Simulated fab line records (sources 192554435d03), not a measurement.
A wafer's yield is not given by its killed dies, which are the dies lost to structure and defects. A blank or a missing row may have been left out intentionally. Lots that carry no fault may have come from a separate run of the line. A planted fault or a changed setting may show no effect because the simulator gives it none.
fab line records    flow n5Finfet
record: lots: 7  wafers: 21
route steps=1938 shown BEOL_M8@1335 BEOL_M9@1417 BEOL_M10@1480 BEOL_M11@1554
startH: start of the lot's first displayed wafer, in hours after the record's first day    waitH: how many hours have passed since the lot's step before this one    " as in the row above    L1.1+2: a row that stands for several wafers    - value missing, or start not given    * or withheld: withheld    < > ~ a bound
route shown NAME@n: NAME is a module with steps in the file, n the number in the route of the first one    usual: the fault-free wafers' mean and standard deviation    same: alike in all rows    chamber/n: place in a boat    sites: the reading at each site    _std_site: the values' standard deviation    _edge_site: inner sites' mean taken away from outer sites' mean    radiusMm: how far each site lies from the wafer's centre    mask NAME#n: copy n    behind: the most recent tool/chamber to have shaped the wafer    hold: cause of the lot's hold/its duration in hours/its outcome    device: names the non-switching transistor (n, p or np)    end of line: tests of these same wafers at the route's end    a step with no rows: only its recipe    killed: at the first sort, the dies lost to defects and structure; wafer yield is something else    map: dies across one wafer; x = killed, . = not, _ = none there
set.NAME: the setting the step ran with; set.NAME@STEP: the setting that earlier step ran with    model.NAME: the simulator's own value behind a step, which no gauge read
lots where settings were altered on purpose, with a table for each step and a row for each wafer
== steps ==
step: N5_BEOL_M8_PECVD_70
recipe: material: SiO2  targetThkA: 200  tempC: 400  precursor: TEOS/O2  pressureTorr: 5.5  rfW: 450  teosFlowSccm: 53.8  gas: O2  flowSccm: 3000  timeS: 22.7
lot.wafer  tool      chamber  startH  waitH  set.tempC  model.SiO2_of_BEOL_M8_PECVD_70.thkNm
L076.1     pecvd-04  0        206.04  0.0    400        19.6
L076.3     "         1        "       "      416.4      18
L076.6     "         0        "       "      416.4      17.6
L080.2     pecvd-03  2        231.64  0.0    412.7      18.4
L080.4     "         0        "       "      412.7      18.6
L080.6     "         1        "       "      400        20.4
L079.2     pecvd-03  0        233.89  0.0    400        20
L079.3     "         1        "       "      414.3      17.8
L079.5     "         1        "       "      400        20.2
L084.3     pecvd-04  0        270.66  0.0    400        19.6
L084.4     "         0        "       "      400        19.8
L084.6     "         2        "       "      400        20
L088.2     pecvd-03  0        279.24  0.0    400        20.4
L088.4     "         1        "       "      400        20.6
L088.6     "         0        "       "      414.8      18.8
L094.1+3   pecvd-02  2,1      332.91  0.0    400        19.6
L094.5     "         0        "       "      400        20.4
L097.1     pecvd-04  1        333.28  0.0    400        19.8
L097.2     "         0        "       "      400        19.6
L097.6     "         2        "       "      400        20.2
step: N5_BEOL_M8_HM_DEP_02
recipe: material: TiN  targetThkA: 200  tempC: 25  chamberPressurePa: 0.49996
step: N5_BEOL_M8_COAT_59
recipe: resist: SOC  tempC: 250  timeS: 60  spinRpm: 1500  resistThkNm: 100
step: N5_BEOL_M8_STRIP_80
recipe: chemistry: N2/H2  timeS: 10  powerW: 450  tempC: 40  pressureMtorr: 20  rfFrequencyHz: 6e+07  biasPowerW: 7  n2FlowSccm: 200  h2FlowSccm: 200
step: N5_BEOL_M8_HM_STRIP_39
recipe: chemistry: peroxideTinStrip  material: TiN  targetDepthA: 250  tempC: 50  timeS: 158
lot.wafer  tool         chamber  startH  waitH  set.tempC@BEOL_M8_PECVD_70  model.SiO2_of_BEOL_M8_PECVD_70.thkNm
L076.1     wetBench-04  7        209.04  0.0    400                         19.6
L076.3     "            3        "       "      416.4                       17.8
L076.6     "            2        "       "      416.4                       17.4
L080.2     wetBench-04  3        235.80  0.0    412.7                       18.2
L080.4     "            6        "       "      412.7                       18.4
L080.6     "            2        "       "      400                         20.2
L079.2     wetBench-06  5        237.88  0.1    400                         19.8
L079.3     "            2        "       "      414.3                       17.6
L079.5     "            4        "       "      400                         20
L084.3     wetBench-04  4        275.58  0.0    400                         19.4
L084.4     "            0        "       "      400                         19.6
L084.6     "            7        "       "      400                         19.8
L088.2     wetBench-06  5        285.59  0.0    400                         20.2
L088.4     "            0        "       "      400                         20.4
L088.6     "            6        "       "      414.8                       18.6
L094.1+3   wetBench-05  7,5      335.44  0.0    400                         19.4
L094.5     "            6        "       "      400                         20.4
L097.1     wetBench-06  2        337.50  0.0    400                         19.8
L097.2     "            7        "       "      400                         19.4
L097.6     "            6        "       "      400                         20
step: N5_BEOL_M9_DESCUM_16
recipe: chemistry: O2  timeS: 7.9  sourcePowerW: 50  biasPowerW: 20  pressureMtorr: 20  rfFrequencyHz: 2.712e+07  tempC: 40  resist: CAR-ArF  o2FlowSccm: 225
lot.wafer  tool        chamber  startH  waitH  set.timeS  model.CAR-ArF_of_BEOL_M9_COAT_05.thkNm
L076.1+6   rieDiel-05  1,0      216.21  0.0    7.9        83.2
L076.3     "           3        "       "      7.9        83
L080.2     rieDiel-05  0        240.07  0.0    7.9        83.4
L080.4     "           2        "       "      6.248      84.2
L080.6     "           0        "       "      7.9        83.2
L079.2     rieDiel-02  2        245.67  0.0    7.9        83.4
L079.3     "           0        "       "      8.665      83
L079.5     "           0        "       "      8.665      82.6
L084.3     rieDiel-05  2        282.23  0.1    7.9        83.2
L084.4     "           0        "       "      7.253      84
L084.6     "           3        "       "      7.253      83.8
L088.2     rieDiel-05  0        291.42  0.3    6.4        84.6
L088.4+6   "           3        "       "      6.4        84.8
L094.1+3   rieDiel-05  2,3      340.94  0.4    7.9        83
L094.5     "           0        "       "      8.967      82.6
L097.1     rieDiel-05  3        342.40  0.4    7.9        83.4
L097.2     "           1        "       "      7.9        83.6
L097.6     "           0        "       "      7.9        83.2
step: N5_BEOL_M9_ETCH_61
recipe: chemistry: CF4  target: SiARC  targetDepthA: 390  maskMaterial: CAR-ArF  timeS: 65  ionEnergyEv: 80  pressureMtorr: 40  sourceW: 545  biasW: 36  Ar_flow_sccm: 100  cf4FlowSccm: 100  ends: cleared
lot.wafer  tool        chamber  startH  waitH  set.timeS@BEOL_M9_DESCUM_16  model.CAR-ArF_of_BEOL_M9_COAT_05.thkNm
L076.1     rieDiel-05  1        216.25  0.0    7.9                          55.4
L076.3     "           3        "       "      7.9                          55
L076.6     "           0        "       "      7.9                          55.2
L080.2     rieDiel-05  0        240.10  0.0    7.9                          55.4
L080.4     "           2        "       "      6.248                        56.2
L080.6     "           0        "       "      7.9                          55.2
L079.2     rieDiel-02  2        245.70  0.0    7.9                          55.4
L079.3     "           0        "       "      8.665                        55
L079.5     "           0        "       "      8.665                        54.8
L084.3     rieDiel-05  2        282.27  0.0    7.9                          55.4
L084.4     "           0        "       "      7.253                        56.2
L084.6     "           3        "       "      7.253                        56
L088.2     rieDiel-05  0        291.45  0.0    6.4                          56.6
L088.4+6   "           3        "       "      6.4                          56.8
L094.1+3   rieDiel-05  2,3      340.98  0.0    7.9                          55.2
L094.5     "           0        "       "      8.967                        54.8
L097.1+6   rieDiel-05  3,0      342.44  0.0    7.9                          55.4
L097.2     "           1        "       "      7.9                          55.6
step: N5_BEOL_M10_EXPOSE_08
recipe: maskId: M10  na: 1.35  sourceShape: dipole  sigmaInner: 0.411  sigmaOuter: 0.611  polarization: te  doseMj: 53.75
lot.wafer   tool            chamber  startH  waitH  mask   set.doseMj
L076.1+3+6  arfiScanner-03  0        224.89  -      M10#0  53.75
L080.2+6    arfiScanner-03  0        252.11  -      M10#0  53.75
L080.4      "               0        "       "      M10#0  55.61
L079.2+3    arfiScanner-01  0        255.77  -      M10#0  53.75
L079.5      "               0        "       "      M10#0  52.71
L084.3+4    arfiScanner-03  0        288.47  -      M10#0  53.75
L084.6      "               0        "       "      M10#0  50.31
L088.2      arfiScanner-02  0        297.66  -      M10#0  53.75
L088.4+6    "               0        "       "      M10#0  56.81
L094.1      arfiScanner-03  0        348.10  -      M10#0  51.71
L094.3+5    "               0        "       "      M10#0  53.75
L097.1+2+6  arfiScanner-03  0        350.99  -      M10#0  53.75
step: N5_BEOL_M10_PEB_09
recipe: pebTempC: withheld  pebTimeS: 60  resist: CAR-ArF
step: N5_BEOL_M10_DEVELOP_10
recipe: developTimeS: 30  developer: TMAH  resist: CAR-ArF  rinseLiquid: diw  dry: airSpin  devTempC: 23
step: N5_BEOL_M10_CD_MEAS_11
recipe: targetCdNm: 64.1  landingEnergyEv: 500  detector: seInlens  polarity: opening
usual: cdNm: 64.0/0.57
lot.wafer  tool      chamber  startH  waitH  set.doseMj@BEOL_M10_EXPOSE_08  cdNm
L076.1     cdSem-01  0        225.01  -      53.75                          64.6
L076.3     "         0        "       "      53.75                          64.3
L076.6     "         0        "       "      53.75                          64.7
L080.2     cdSem-03  0        252.23  -      53.75                          64.8
L080.4     "         0        "       "      55.61                          66.0
L080.6     "         0        "       "      53.75                          63.8
L079.2     cdSem-02  0        255.89  -      53.75                          64.1
L079.3     "         0        "       "      53.75                          63.7
L079.5     "         0        "       "      52.71                          63.0
L084.3     cdSem-01  0        288.58  -      53.75                          64.9
L084.4     "         0        "       "      53.75                          64.0
L084.6     "         0        "       "      50.31                          61.5
L088.2     cdSem-02  0        297.78  -      53.75                          64.2
L088.4     "         0        "       "      56.81                          66.9
L088.6     "         0        "       "      56.81                          66.6
L094.1     cdSem-02  0        348.23  -      51.71                          61.3
L094.3     "         0        "       "      53.75                          63.4
L094.5     "         0        "       "      53.75                          62.9
L097.1     cdSem-03  0        351.11  -      53.75                          63.6
L097.2     "         0        "       "      53.75                          63.2
L097.6     "         0        "       "      53.75                          64.4
step: N5_BEOL_M10_DESCUM_16
recipe: chemistry: O2  timeS: 7.9  sourcePowerW: 50  biasPowerW: 20  pressureMtorr: 20  rfFrequencyHz: 2.712e+07  tempC: 40  resist: CAR-ArF  o2FlowSccm: 225
step: N5_BEOL_M10_ETCH_61
recipe: chemistry: CF4  target: SiARC  targetDepthA: 390  maskMaterial: CAR-ArF  timeS: 65  ionEnergyEv: 80  pressureMtorr: 40  sourceW: 545  biasW: 36  Ar_flow_sccm: 100  cf4FlowSccm: 100  ends: cleared
lot.wafer  tool        chamber  startH  waitH  set.doseMj@BEOL_M10_EXPOSE_08  model.BEOL_M10.cdOffsetNm
L076.1     rieDiel-04  1        225.14  0.0    53.75                          0.6
L076.3     "           3        "       "      53.75                          -0.4
L076.6     "           2        "       "      53.75                          0.4
L080.2     rieDiel-03  2        252.50  0.0    53.75                          0.8
L080.4     "           0        "       "      55.61                          1.8
L080.6     "           2        "       "      53.75                          0.2
L079.2     rieDiel-06  0        256.99  0.0    53.75                          -0.2
L079.3     "           1        "       "      53.75                          -0.6
L079.5     "           3        "       "      52.71                          -0.6
L084.3     rieDiel-03  1        288.70  0.0    53.75                          1.4
L084.4     "           0        "       "      53.75                          0
L084.6     "           2        "       "      50.31                          -2.6
L088.2     rieDiel-04  3        298.01  0.0    53.75                          0.2
L088.4     "           0        "       "      56.81                          3
L088.6     "           0        "       "      56.81                          2.8
L094.1     rieDiel-04  0        349.26  0.0    51.71                          -2.8
L094.3     "           1        "       "      53.75                          -0.4
L094.5     "           1        "       "      53.75                          -1
L097.1     rieDiel-04  1        351.38  0.0    53.75                          -0.6
L097.2     "           3        "       "      53.75                          -0.8
L097.6     "           2        "       "      53.75                          0
step: N5_BEOL_M10_ETCH_62
recipe: chemistry: N2/H2  target: SOC  targetDepthA: 1100  overetchA: 220  maskMaterial: SiARC  tempC: 40  timeS: 165  ionEnergyEv: 200  pressureMtorr: 30  sourceW: 840  biasW: 150  n2FlowSccm: 200  h2FlowSccm: 200
lot.wafer  tool        chamber  startH  waitH  set.doseMj@BEOL_M10_EXPOSE_08  model.BEOL_M10.cdOffsetNm
L076.1     rieDiel-04  1        225.19  0.0    53.75                          1
L076.3     "           3        "       "      53.75                          0
L076.6     "           2        "       "      53.75                          0.6
L080.2     rieDiel-03  2        252.55  0.0    53.75                          0.8
L080.4     "           0        "       "      55.61                          1.6
L080.6     "           2        "       "      53.75                          0.2
L079.2     rieDiel-06  0        257.04  0.0    53.75                          -0.8
L079.3     "           1        "       "      53.75                          -1
L079.5     "           3        "       "      52.71                          -0.8
L084.3     rieDiel-03  1        288.75  0.0    53.75                          1.6
L084.4     "           0        "       "      53.75                          -0.4
L084.6     "           2        "       "      50.31                          -2.6
L088.2     rieDiel-04  3        298.06  0.0    53.75                          0
L088.4     "           0        "       "      56.81                          3
L088.6     "           0        "       "      56.81                          2.6
L094.1     rieDiel-04  0        349.31  0.0    51.71                          -2.8
L094.3     "           1        "       "      53.75                          -0.2
L094.5     "           1        "       "      53.75                          -0.8
L097.1     rieDiel-04  1        351.43  0.0    53.75                          -0.2
L097.2     "           3        "       "      53.75                          -1
L097.6     "           2        "       "      53.75                          0.2
step: N5_BEOL_M10_STRIP_68
recipe: chemistry: N2/H2  tempC: 40  n2FlowSccm: 200  h2FlowSccm: 200  rfFrequencyHz: 6e+07
step: N5_BEOL_M10_STRIP_67
recipe: chemistry: CF4  resist: SiARC  powerW: 300  biasPowerW: 75  pressureMtorr: 50  cf4FlowSccm: 150  rfFrequencyHz: 6e+07
step: N5_BEOL_M10_PRECLEAN_42
recipe: chemistry: residueRemover  timeS: 60  tempC: 40
step: N5_BEOL_M10_SRD_43
recipe: timeS: 30  tempC: 23  rinseLiquid: diw  dry: ipaMarangoni
step: N5_BEOL_M10_CD_MEAS_35
recipe: targetCdNm: 70  polarity: opening
usual: cdNm: 69.8/0.74
lot.wafer  tool      chamber  startH  waitH  set.doseMj@BEOL_M10_EXPOSE_08  cdNm
L076.1     cdSem-03  -        227.92  0.0    53.75                          70.7
L076.3     "         -        "       "      53.75                          70.1
L076.6     "         -        "       "      53.75                          70.6
L080.2     cdSem-03  -        256.94  0.0    53.75                          71.0
L080.4     "         -        "       "      55.61                          71.8
L080.6     "         -        "       "      53.75                          70.2
L079.2     cdSem-02  -        258.56  0.0    53.75                          69.4
L079.3     "         -        "       "      53.75                          69.7
L079.5     "         -        "       "      52.71                          69.2
L084.3     cdSem-01  -        291.24  0.0    53.75                          71.4
L084.4     "         -        "       "      53.75                          69.4
L084.6     "         -        "       "      50.31                          67.3
L088.2     cdSem-02  -        300.28  0.0    53.75                          70.2
L088.4     "         -        "       "      56.81                          73.4
L088.6     "         -        "       "      56.81                          72.5
L094.1     cdSem-03  -        351.03  0.0    51.71                          67.1
L094.3     "         -        "       "      53.75                          69.9
L094.5     "         -        "       "      53.75                          69.3
L097.1     cdSem-01  -        354.81  0.0    53.75                          70.3
L097.2     "         -        "       "      53.75                          68.7
L097.6     "         -        "       "      53.75                          70.2
step: N5_BEOL_M11_ETCH_62
recipe: chemistry: N2/H2  target: SOC  targetDepthA: 1100  overetchA: 220  maskMaterial: SiARC  tempC: 40  timeS: 165  ionEnergyEv: 200  pressureMtorr: 30  sourceW: 840  biasW: 150  n2FlowSccm: 200  h2FlowSccm: 200
usual: rfVppV: 523.9/2.8
lot.wafer  tool        chamber  startH  waitH  set.biasW  rfVppV  model.SiARC_of_BEOL_M11_COAT_60.thkNm
L076.1     rieDiel-05  0        233.30  0.0    150        529.3   23
L076.3     "           2        "       "      150        525.3   23.8
L076.6     "           0        "       "      150        527.0   23.2
L080.2     rieDiel-01  2        261.89  0.0    168.4      566.7   22.6
L080.4     "           0        "       "      168.4      561.6   22.6
L080.6     "           0        "       "      150        520.3   23.6
L079.2     rieDiel-01  0        264.71  0.0    150        520.4   23.6
L079.3     "           1        "       "      150        525.5   23.6
L079.5     "           3        "       "      150        522.1   23.4
L084.3     rieDiel-05  1        297.49  0.0    157.7      536.2   23.2
L084.4     "           2        "       "      157.7      543.0   23.6
L084.6     "           1        "       "      150        520.2   23.6
L088.2     rieDiel-02  3        307.43  0.0    129.3      474.6   25
L088.4     "           1        "       "      129.3      478.7   24.8
L088.6     "           2        "       "      150        524.0   23.6
L094.1     rieDiel-02  0        359.29  0.0    150        523.2   23.2
L094.3     "           1        "       "      158.4      544.4   23
L094.5     "           1        "       "      150        525.7   23.6
L097.1     rieDiel-01  3        359.62  0.0    150        519.5   23.6
L097.2     "           1        "       "      150        524.8   23.8
L097.6     "           1        "       "      150        523.6   24
step: N5_BEOL_M11_TRENCH_ETCH_37
recipe: chemistry: C4F6/O2  targetDepthA: 1488.3  target: SiCOH_lowk  timeS: 48  ionEnergyEv: 250  pressureMtorr: 30  sourceW: 345  biasW: 185  Ar_flow_sccm: 300  C4F6_flow_sccm: 10  O2_flow_sccm: 10
lot.wafer  tool        chamber  startH  waitH  set.timeS  model.etch.depthNm  model.BEOL_M11.featureDepthNm
L076.1     rieDiel-01  1        -       -      57.76      179.4               179.4
L076.3     "           2        "       "      57.76      173.9               173.8
L076.6     "           2        "       "      48         144.2               144.2
L080.2     rieDiel-01  3        -       -      48         149.9               149.8
L080.4     "           1        "       "      40.59      126.4               126.4
L080.6     "           1        "       "      48         149.5               149.4
L079.2     rieDiel-02  1        -       -      48         149.4               149.4
L079.3     "           3        "       "      39.27      118.9               118.8
L079.5     "           2        "       "      39.27      122.1               122.2
L084.3     rieDiel-05  2        -       -      48         144.1               144.2
L084.4     "           2        "       "      48         144.2               144.2
L084.6     "           1        "       "      48         143.1               143
L088.2     rieDiel-05  3        -       -      39.32      124.2               124.2
L088.4     "           2        "       "      48         145.7               145.8
L088.6     "           3        "       "      39.32      122.1               122.2
L097.1     rieDiel-01  3        -       -      48         151.2               151.2
L097.2     "           0        "       "      48         147.8               147.8
L097.6     "           0        "       "      48         149.2               149.2
L094.1     rieDiel-05  2        -       -      51.1       154.3               154.2
L094.3     "           0        "       "      51.1       158.9               158.8
L094.5     "           0        "       "      48         150.6               150.6
step: N5_BEOL_M11_ETCH_41
recipe: chemistry: CH3F/O2  target: SiCN  targetDepthA: 426  taperDeg: 2  timeS: 86  ionEnergyEv: 120  maskMaterial: TiN  pressureMtorr: 30  sourceW: 395  biasW: 75  Ar_flow_sccm: 150  CH3F_flow_sccm: 30  O2_flow_sccm: 20
step: N5_BEOL_M11_STRIP_77
recipe: chemistry: N2/H2  timeS: 10  powerW: 450  tempC: 40  pressureMtorr: 20  rfFrequencyHz: 6e+07  biasPowerW: 7  n2FlowSccm: 200  h2FlowSccm: 200
step: N5_BEOL_M11_OCD_MEAS_38
usual: trenchDepthNm: 147.8/2.4
lot.wafer  tool    chamber  startH  waitH  set.timeS@BEOL_M11_TRENCH_ETCH_37  trenchDepthNm
L076.1     ocd-01  -        235.89  -      57.76                              179.5
L076.3     "       -        "       "      57.76                              174.0
L076.6     "       -        "       "      48                                 144.3
L080.2     ocd-01  -        263.53  -      48                                 150.0
L080.4     "       -        "       "      40.59                              126.4
L080.6     "       -        "       "      48                                 149.6
L079.2     ocd-02  -        268.11  -      48                                 149.7
L079.3     "       -        "       "      39.27                              119.0
L079.5     "       -        "       "      39.27                              122.0
L084.3     ocd-01  -        299.94  -      48                                 144.6
L084.4     "       -        "       "      48                                 144.5
L084.6     "       -        "       "      48                                 143.2
L088.2     ocd-01  -        309.04  -      39.32                              124.3
L088.4     "       -        "       "      48                                 146.1
L088.6     "       -        "       "      39.32                              122.1
L097.1     ocd-02  -        364.22  -      48                                 150.5
L097.2     "       -        "       "      48                                 147.9
L097.6     "       -        "       "      48                                 149.1
L094.1     ocd-02  -        364.38  -      51.1                               154.4
L094.3     "       -        "       "      51.1                               158.8
L094.5     "       -        "       "      48                                 150.7
== key ==
split: step: N5_BEOL_M8_PECVD_70  setting: tempC  stated: 400  by: wafer
response: step: N5_BEOL_M8_PECVD_70  reading: model.SiO2_of_BEOL_M8_PECVD_70.thkNm  change: -0.523  per: 1%  r: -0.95
response: step: N5_BEOL_M8_HM_STRIP_39  reading: model.SiO2_of_BEOL_M8_PECVD_70.thkNm  change: -0.539  per: 1%  r: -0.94
split: step: N5_BEOL_M9_DESCUM_16  setting: timeS  stated: 7.9  by: wafer
response: step: N5_BEOL_M9_DESCUM_16  reading: model.CAR-ArF_of_BEOL_M9_COAT_05.thkNm  change: -0.0458  per: 1%  r: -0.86
response: step: N5_BEOL_M9_ETCH_61  reading: model.CAR-ArF_of_BEOL_M9_COAT_05.thkNm  change: -0.0446  per: 1%  r: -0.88
split: step: N5_BEOL_M10_EXPOSE_08  setting: doseMj  stated: 53.75  by: wafer
response: step: N5_BEOL_M10_CD_MEAS_11  reading: cdNm  change: +0.467  per: 1%  r: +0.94
response: step: N5_BEOL_M10_ETCH_61  reading: model.BEOL_M10.cdOffsetNm  change: +0.477  per: 1%  r: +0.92
response: step: N5_BEOL_M10_ETCH_62  reading: model.BEOL_M10.cdOffsetNm  change: +0.471  per: 1%  r: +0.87
response: step: N5_BEOL_M10_CD_MEAS_35  reading: cdNm  change: +0.484  per: 1%  r: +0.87
split: step: N5_BEOL_M11_ETCH_62  setting: biasW  stated: 150  by: wafer
response: step: N5_BEOL_M11_ETCH_62  reading: rfVppV  change: +3.52  per: 1%  r: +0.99
response: step: N5_BEOL_M11_ETCH_62  reading: model.SiARC_of_BEOL_M11_COAT_60.thkNm  change: -0.084  per: 1%  r: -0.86
split: step: N5_BEOL_M11_TRENCH_ETCH_37  setting: timeS  stated: 48  by: wafer
response: step: N5_BEOL_M11_TRENCH_ETCH_37  reading: model.etch.depthNm  change: +1.47  per: 1%  r: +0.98
response: step: N5_BEOL_M11_TRENCH_ETCH_37  reading: model.BEOL_M11.featureDepthNm  change: +1.47  per: 1%  r: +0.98
response: step: N5_BEOL_M11_OCD_MEAS_38  reading: trenchDepthNm  change: +1.49  per: 1%  r: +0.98
